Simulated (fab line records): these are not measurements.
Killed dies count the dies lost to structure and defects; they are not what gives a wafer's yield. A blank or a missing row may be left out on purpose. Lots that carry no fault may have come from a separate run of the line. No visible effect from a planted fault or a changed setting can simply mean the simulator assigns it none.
Split-lot trial | flow n5_finfet | 7 lots, 21 wafers read, on a route of 1938 steps

ON THE SPLIT
At N5_PASSIVATION_PECVD_53 (deposits SiO2 from TEOS/O2, target thk 800 nm, time 169.4 s), the setting temp_c was moved away from the recipe's 400 C on 11 of the 21 wafers read, by -3.3% to +4.1%. The other wafers ran this setting at the recipe's value.

The split's own step is where the reading is taken.

THE READING
SiO2_of_PASSIVATION_PECVD_53.thk_nm (the simulator's own value, which no gauge read), in nm, at N5_PASSIVATION_PECVD_53 (deposits SiO2 from TEOS/O2, target thk 800 nm, time 169.4 s). The file gives no usual value for it. Here, 10 wafers ran the recipe; their average is 795.3 nm with a standard deviation of 11 nm.

wafer  | tool, chamber at the split | temp_c as run, C | against the recipe | SiO2_of_PASSIVATION_PECVD_53.thk_nm, nm | against lot-mates on the recipe
L076.3 | pecvd-04, 2                | 416.5            | +4.1%              | 726                                     | -75.4
L076.5 | pecvd-04, 0                | 400              | recipe             | 801.4                                   | -
L076.6 | pecvd-04, 1                | 416.5            | +4.1%              | 735.2                                   | -66.2
L079.2 | pecvd-02, 2                | 400              | recipe             | 792                                     | -
L079.5 | pecvd-02, 1                | 400              | recipe             | 782.4                                   | -
L079.6 | pecvd-02, 0                | 400              | recipe             | 807.6                                   | -
L078.1 | pecvd-01, 2                | 400              | recipe             | 798.2                                   | -
L078.3 | pecvd-01, 2                | 392.1            | -2.0%              | 844.6                                   | +46.4
L078.6 | pecvd-01, 2                | 392.1            | -2.0%              | 850.4                                   | +52.2
L080.1 | pecvd-01, 1                | 414.5            | +3.6%              | 722.8                                   | -80.4
L080.3 | pecvd-01, 2                | 400              | recipe             | 803.2                                   | -
L080.4 | pecvd-01, 1                | 414.5            | +3.6%              | 732.4                                   | -70.8
L083.3 | pecvd-04, 2                | 386.8            | -3.3%              | 870.8                                   | +69.6
L083.4 | pecvd-04, 0                | 400              | recipe             | 796.2                                   | -
L083.6 | pecvd-04, 1                | 400              | recipe             | 806.2                                   | -
L085.3 | pecvd-04, 1                | 407.2            | +1.8%              | 757.4                                   | -37.2
L085.5 | pecvd-04, 0                | 400              | recipe             | 794.6                                   | -
L085.6 | pecvd-04, 1                | 407.2            | +1.8%              | 759.4                                   | -35.2
L087.2 | pecvd-02, 1                | 400              | recipe             | 771.6                                   | -
L087.4 | pecvd-02, 1                | 386.8            | -3.3%              | 859.4                                   | +87.8
L087.5 | pecvd-02, 2                | 386.8            | -3.3%              | 882.6                                   | +111.0

THE FIT
A straight line over all 21 wafers: SiO2_of_PASSIVATION_PECVD_53.thk_nm changes by -19.9 nm for each +1% of temp_c; r = -0.97; the points scatter about the line by 11 nm.
The same after taking each lot's own level away (the mean of its wafers on the recipe; 21 wafers): -22.1 nm for each +1%; r = -0.98; scatter 11 nm.
Per that fit: largest temp_c move, reading shift of 91 nm.
The lots' own levels span 771.60 to 803.20 nm, that is 3.0 times the standard deviation above.
So the lot-to-lot level changes the slope little: the two slopes agree.
Check: with one of the wafers moved furthest among these (+4.1%) left out of the fit, the line predicts -88 nm for it against its lot-mates. It came out at -75.4 nm against them.

ADDITIONAL SPLITS CARRIED BY THESE WAFERS
Other splits were also applied to these wafers ahead of the reading. Each is held against what the fit with the lots' levels taken away leaves over:
other split on the same wafers | wafers away from the commonest value | r with SiO2_of_PASSIVATION_PECVD_53.thk_nm (lot level and that fit taken away)
N5_BEOL_M12_SPUTTER_44 power_w | 5                                    | -0.03
N5_BEOL_M13_COAT_22 spin_rpm   | 6                                    | -0.33
N5_BEOL_M13_EXPOSE_25 dose_mj  | 5                                    | -0.11
N5_BEOL_M14_ETCH_68 time_s     | 7                                    | +0.38
N5_MIM_BOT_SPUTTER_00 time_s   | 7                                    | +0.15
N5_MIM_TOP_SPUTTER_03 power_w  | 5                                    | +0.22
N5_PASSIVATION_ETCH_59 time_s  | 8                                    | +0.04

THE FILE'S OWN FIT
SiO2_of_PASSIVATION_PECVD_53.thk_nm changes by -21.8 nm for each +1% of temp_c, r = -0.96.
